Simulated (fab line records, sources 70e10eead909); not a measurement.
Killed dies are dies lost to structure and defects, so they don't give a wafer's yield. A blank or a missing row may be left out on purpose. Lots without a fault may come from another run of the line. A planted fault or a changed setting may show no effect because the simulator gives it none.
fab line records | flow nand_harc
record lots=12 wafers=36 last_day=34
route steps=1302 shown A_SLIT@940 A_CONTACT@983
lots that met no fault: from a run of the same line without faults
start_h: hours from the record's first day to the start of the lot's first wafer shown | wait_h: hours since the lot's step before | " the same as in the row above | L1.1+2: a row that stands for several wafers | - no value, or no start given | * or withheld: withheld | < > ~ a bound
route shown NAME@n: a module of which the file shows steps, and the number in the route of the first | usual: mean/standard deviation of fault-free wafers | same: alike in all rows | chamber/n: place in a boat | sites: the reading at each site | _std_site: their standard deviation | _edge_site: outer sites' mean less inner sites' | radius_mm: how far each site lies from the wafer's centre | mask NAME#n: copy n | behind: the tool/chamber that last shaped the wafer | hold: why the lot was held/for how many hours/how that ended | device: the transistor (n, p or np) that didn't switch | end of line: the same wafers' tests at the end of the route | a step without rows: its recipe alone | killed: dies lost to structure and defects at the first sort, not the wafer's yield | map: a wafer's dies, x killed, . not, _ none there
set.NAME: the setting as run; set.NAME@STEP: as run at that earlier step | model.NAME: the simulator's own value behind a step, which no gauge read
steps of the route over a sample of lots; a table a step, a row a wafer
services: from which hour (start_h, from the record's first day; less than 0 if before it) a tool's chamber was out of use, for how many hours, and why
## steps
# step NHARC_A_SLIT_ETCH_26
# recipe bias_v=400 source_w=2000 pressure_mtorr=25 time_s=90 ar_flow_sccm=375 c4f8_flow_sccm=41.7 o2_flow_sccm=83.3 target_depth_a=4000 chemistry=C4F8/O2/Ar
# usual drypump_motor_current_A=6.01/0.24 o2_flow_sccm=83.32/0.25 showerhead_plenum_p_Torr=3.67/0.13 throttle_valve_pct=27.618/0.0084
# same time_s=90
# columns lot.wafer tool chamber start_h wait_h drypump_motor_current_A o2_flow_sccm rf_hours_counter_h showerhead_plenum_p_Torr throttle_valve_pct
L826.1 har_etch-01 0 464.02 3.0 6.34 83.68 245 3.69 27.636
L826.2 " 1 " " 5.91 83.43 245 3.46 27.605
L826.4 " 1 " " 5.91 83.00 - 3.46 27.618
L827.1 har_etch-02 0 484.09 3.0 6.09 83.27 57 3.64 27.620
L827.4 " 1 " " 5.72 83.48 - 3.71 27.615
L827.5 " 0 " " 6.06 83.53 - 3.64 27.627
L830.1 har_etch-02 0 503.11 3.1 6.06 83.36 64 3.63 27.626
L830.2 " 1 " " 5.69 83.61 64 3.71 27.622
L830.6 " 0 " " 6.07 83.54 - 3.63 27.622
L829.3 har_etch-02 0 513.41 1.9 6.08 83.31 - 3.63 27.609
L829.5 " 0 " " 6.05 83.15 - 3.63 27.626
L829.6 " 1 " " 5.74 83.21 - 3.70 27.632
L831.3 har_etch-02 0 517.27 1.3 6.07 83.27 - 3.63 27.609
L831.6 " 1 " " 5.73 83.15 - 3.70 27.612
L831.5 " 0 " " 6.09 83.22 - 3.63 27.615
L842.2 har_etch-01 0 631.81 3.1 6.35 83.25 352 3.63 27.631
L842.1 " 1 " " 5.90 83.31 337 3.97 27.621
L842.4 " 0 " " 6.37 83.13 - 3.63 27.616
L844.2 har_etch-01 1 644.90 2.4 5.92 83.16 340 3.97 27.617
L844.3 " 1 " " 5.95 83.16 - 3.97 27.624
L844.5 " 0 " " 6.36 82.87 - 3.63 27.599
L843.3 har_etch-02 1 645.14 1.9 5.71 83.36 - 3.66 27.599
L843.4 " 0 " " 6.06 83.16 - 3.59 27.604
L843.5 " 1 " " 5.73 83.51 - 3.66 27.617
L845.2 har_etch-02 1 656.48 3.1 5.71 82.99 156 3.65 27.605
L845.4 " 1 " " 5.72 83.33 - 3.66 27.620
L845.3 " 0 " " 6.07 83.21 - 3.58 27.625
L846.1 har_etch-02 0 662.21 3.0 6.08 83.79 160 3.58 27.615
L846.2 " 1 " " 5.74 83.85 160 3.65 27.621
L846.3 " 1 " " 5.73 83.79 - 3.65 27.623
L847.1 har_etch-01 1 684.17 3.0 5.92 83.11 364 3.95 27.609
L847.2 " 0 " " 6.38 83.03 379 3.61 27.619
L847.5 " 1 " " 5.92 82.98 - 3.95 27.631
L848.2 har_etch-02 1 696.20 2.5 5.74 83.49 179 3.64 27.626
L848.4 " 0 " " 6.05 83.62 - 3.57 27.635
L848.6 " 1 " " 5.73 83.16 - 3.64 27.630
# step NHARC_A_SLIT_STRIP_18
# recipe o2_flow_sccm=500 ar_flow_sccm=0 bias_w=0 chemistry=O2
# usual drypump_motor_current_A=5.8/0.4 o2_flow_sccm=500.2/1.7 oes_product_au=1.000/0.007 rf_vpp_V=57.9/0.84 showerhead_plenum_p_Torr=3.58/0.12 throttle_valve_pct=17.035/0.0095
# columns lot.wafer tool chamber start_h wait_h drypump_motor_current_A o2_flow_sccm oes_product_au rf_hours_counter_h rf_vpp_V showerhead_plenum_p_Torr throttle_valve_pct
L826.2 rie_diel-13 0 - - 6.1 499.1 1.002 4.6 57.5 3.55 17.046
L826.4 " 1 " " 5.5 498.3 1.002 4.2 57.7 3.76 17.038
L826.1 " 2 " " 5.1 499.4 1.006 3.9 58.4 3.66 17.038
L827.4 rie_diel-13 3 - - 5.9 499.8 0.990 4.8 58.7 3.66 17.051
L827.1 " 0 " " 6.1 499.5 1.002 5.1 57.6 3.55 17.056
L827.5 " 0 " " 6.1 498.3 1.006 - 58.5 3.55 17.035
L830.1 rie_diel-07 1 - - 6.1 502.2 1.003 1.0 58.4 3.44 17.033
L830.2 " 0 " " 6.3 497.4 1.011 1.6 58.8 3.35 17.038
L830.6 " 1 " " 6.1 503.5 0.995 - 59.2 3.44 17.031
L829.3 rie_diel-07 3 - - 5.9 501.7 1.002 1.9 58.0 3.68 17.028
L829.5 " 3 " " 5.8 502.1 1.006 - 57.6 3.68 17.033
L829.6 " 0 " " 6.3 501.7 1.001 - 56.7 3.35 17.048
L831.3 rie_diel-13 1 - - 5.5 499.8 0.993 6.5 60.1 3.76 17.046
L831.6 " 3 " " 5.9 498.1 1.004 - 59.0 3.66 17.037
L831.5 " 0 " " 6.2 497.9 1.012 - 57.5 3.55 17.026
L842.1 rie_diel-13 2 - - 5.1 500.6 1.006 5.1 57.5 3.66 17.034
L842.2 " 3 " " 5.8 502.5 0.990 4.8 57.9 3.65 17.045
L842.4 " 0 " " 6.1 500.3 0.995 5.7 57.4 3.55 17.028
L844.3 rie_diel-07 2 - - 5.0 498.7 0.993 11.3 57.5 3.52 17.017
L844.2 " 3 " " 5.8 500.5 0.998 9.9 58.3 3.68 17.041
L844.5 " 1 " " 6.1 497.4 0.992 - 56.6 3.44 17.033
L843.4 rie_diel-10 0 - - 5.5 499.8 0.999 3.0 57.5 3.56 17.024
L843.3 " 2 " " 6.1 500.6 0.997 2.8 58.8 3.73 17.049
L843.5 " 0 " " 5.5 499.0 1.004 - 58.0 3.56 17.038
L845.3 rie_diel-10 1 - - 6.0 501.5 0.990 3.3 57.9 3.41 17.033
L845.2 " 2 " " 6.1 501.0 0.991 3.0 58.2 3.73 17.034
L845.4 " 0 " " 5.5 501.7 0.986 3.2 55.8 3.56 17.043
L846.3 rie_diel-10 2 - - 6.2 500.0 1.005 3.1 58.1 3.73 17.036
L846.2 " 3 " " 5.6 500.0 1.001 3.1 57.3 3.62 17.036
L846.1 " 0 " " 5.5 502.8 1.009 3.3 58.2 3.56 17.031
L847.1 rie_diel-07 3 - - 5.8 499.0 1.000 1.2 57.0 3.68 17.024
L847.2 " 0 " " 6.3 499.1 0.984 1.4 57.7 3.34 17.047
L847.5 " 1 " " 6.1 501.1 1.004 - 58.1 3.44 17.027
L848.2 rie_diel-10 2 - - 6.1 500.3 0.994 4.9 58.8 3.73 17.035
L848.4 " 1 " " 6.0 501.3 1.005 5.5 56.9 3.41 17.043
L848.6 " 2 " " 6.1 499.5 0.987 - 58.0 3.73 17.027
# step NHARC_A_SLIT_CD_MEAS_21
# usual cd_nm=289.5/0.83
# columns lot.wafer tool chamber start_h wait_h cd_nm
L826.1 cd_sem-03 - 465.46 - 290.4
L826.2 " - " " 290.5
L826.4 " - " " 290.2
L827.1 cd_sem-02 - 485.52 - 288.6
L827.4 " - " " 288.8
L827.5 " - " " 289.8
L830.1 cd_sem-03 - 504.53 - 290.3
L830.2 " - " " 290.4
L830.6 " - " " 290.1
L829.3 cd_sem-01 - 514.77 - 290.1
L829.5 " - " " 289.9
L829.6 " - " " 290.2
L831.3 cd_sem-01 - 518.60 - 288.5
L831.5 " - " " 288.6
L831.6 " - " " 288.1
L842.1 cd_sem-02 - 633.22 - 290.2
L842.2 " - " " 289.6
L842.4 " - " " 290.2
L844.2 cd_sem-03 - 646.33 0.1 288.9
L844.3 " - " " 289.6
L844.5 " - " " 288.7
L843.3 cd_sem-03 - 646.50 - 290.7
L843.4 " - " " 290.4
L843.5 " - " " 291.1
L845.2 cd_sem-01 - 657.90 - 290.0
L845.3 " - " " 289.1
L845.4 " - " " 289.4
L846.1 cd_sem-02 - 663.63 - 288.8
L846.2 " - " " 289.2
L846.3 " - " " 288.8
L847.1 cd_sem-02 - 685.59 - 288.8
L847.2 " - " " 287.7
L847.5 " - " " 288.2
L848.2 cd_sem-01 - 697.59 - 289.4
L848.4 " - " " 289.9
L848.6 " - " " 289.5
# step NHARC_A_CONTACT_DEP_24
# recipe target_thk_a=5000 temp_c=400 pressure_torr=6.5 rf_w=900 teos_flow_sccm=161.4 flow_sccm=2650 target_thk_nm=500 gas=O2 material=SiO2
# usual heater_power_w=577/110 rf_fwd_power_W=898.9/2.6 throttle_valve_pct=16.1/0.44
# columns lot.wafer tool chamber start_h wait_h heater_power_w rf_fwd_power_W throttle_valve_pct
L826.1 pecvd-03 0 493.78 0.3 485 900.4 16.4
L826.2 " 1 " " 535 894.5 16.5
L826.4 " 0 " " 509 898.8 16.2
L827.1 pecvd-01 2 514.80 0.2 600 896.6 15.9
L827.5 " 0 " " 437 897.7 15.0
L827.4 " 1 " " 571 903.1 15.7
L830.2 pecvd-03 0 531.09 0.1 476 897.0 16.3
L830.1 " 1 " " 540 900.8 16.5
L830.6 " 0 " " 500 894.9 16.1
L829.3 pecvd-03 0 543.54 0.1 441 896.1 16.2
L829.5 " 2 " " 553 789.6 16.0
L829.6 " 1 " " 557 899.1 16.5
L831.3 pecvd-04 2 546.03 0.1 466 896.4 15.9
L831.6 " 2 " " 494 898.5 15.9
L831.5 " 1 " " 690 902.3 16.1
L842.1 pecvd-03 1 657.80 0.1 466 896.3 15.9
L842.2 " 2 " " 612 898.5 15.8
L842.4 " 0 " " 383 894.4 16.1
L844.3 pecvd-03 1 671.30 0.1 580 897.6 16.1
L844.2 " 2 " " 545 902.4 15.4
L844.5 " 2 " " 578 903.3 15.7
L843.3 pecvd-04 2 671.56 0.3 514 898.6 16.2
L843.4 " 1 " " 682 895.2 15.8
L843.5 " 0 " " 642 897.6 16.5
L845.2 pecvd-04 0 687.90 0.1 547 898.5 16.3
L845.3 " 2 " " 490 900.7 15.9
L845.4 " 0 " " 598 899.0 16.6
L846.3 pecvd-01 1 687.97 0.1 490 901.6 15.5
L846.2 " 2 " " 649 898.9 16.2
L846.1 " 0 " " 468 902.5 14.7
L847.2 pecvd-01 0 710.28 0.1 508 897.1 14.9
L847.1 " 2 " " 648 897.6 16.6
L847.5 " 0 " " 521 899.5 14.9
L848.2 pecvd-04 1 727.40 0.2 815 899.2 15.9
L848.4 " 2 " " 500 900.2 16.1
L848.6 " 1 " " 849 900.5 15.9
## services
# columns tool chamber start_h hours kind
pecvd-04 - 454.65 13.0 pm
rie_diel-10 - 463.96 0.7 repair
rie_diel-07 1 464.16 18.0 repair
rie_diel-10 1 469.25 1.5 repair
rie_diel-07 - 471.20 9.0 pm
rie_diel-07 1 483.16 9.5 repair
pecvd-03 1 500.80 16.3 repair
rie_diel-13 - 519.05 9.0 pm
rie_diel-10 0 521.51 6.7 repair
rie_diel-10 0 536.80 5.3 repair
pecvd-03 - 547.00 13.0 pm
rie_diel-10 2 552.92 4.8 repair
rie_diel-07 1 564.32 15.5 repair
rie_diel-10 2 585.67 2.0 repair
rie_diel-10 - 596.50 9.0 pm
rie_diel-07 1 614.71 5.5 repair
pecvd-04 - 635.73 13.0 pm
pecvd-03 - 638.75 0.8 repair
rie_diel-07 - 648.20 9.0 pm
rie_diel-13 - 673.42 1.0 repair
rie_diel-10 - 688.28 1.2 repair
rie_diel-13 - 696.05 9.0 pm
pecvd-03 0 719.84 7.5 repair
pecvd-03 - 721.94 14.9 repair
## key
first_sign step=NHARC_A_CONTACT_DEP_24 reading=rf_fwd_power_W direction=down sigmas=41 usual=* struck=*
effect none on later readings
met_at NHARC_A_CONTACT_DEP_24
struck_lots L829
struck_wafers L829.5
tester_left_out L829
not_acting_at NHARC_A_SLIT_ETCH_26,NHARC_A_SLIT_STRIP_18,NHARC_A_SLIT_CD_MEAS_21
fault kind=process_parameter_drift tool=pecvd-03 chamber=2 onset_h=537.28 steps=NHARC_A_CONTACT_DEP_24 channel=rf_w offset=* shape=step end_h=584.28 acts_in=* stated=*
# tester_left_out: of these lots the tester's yield and bins aren't shown, on N5 and GAA mostly nor the transistor test; their killed dies are dies lost to structure and defects alone, not to doping, threshold or leakage, so they don't give the yield
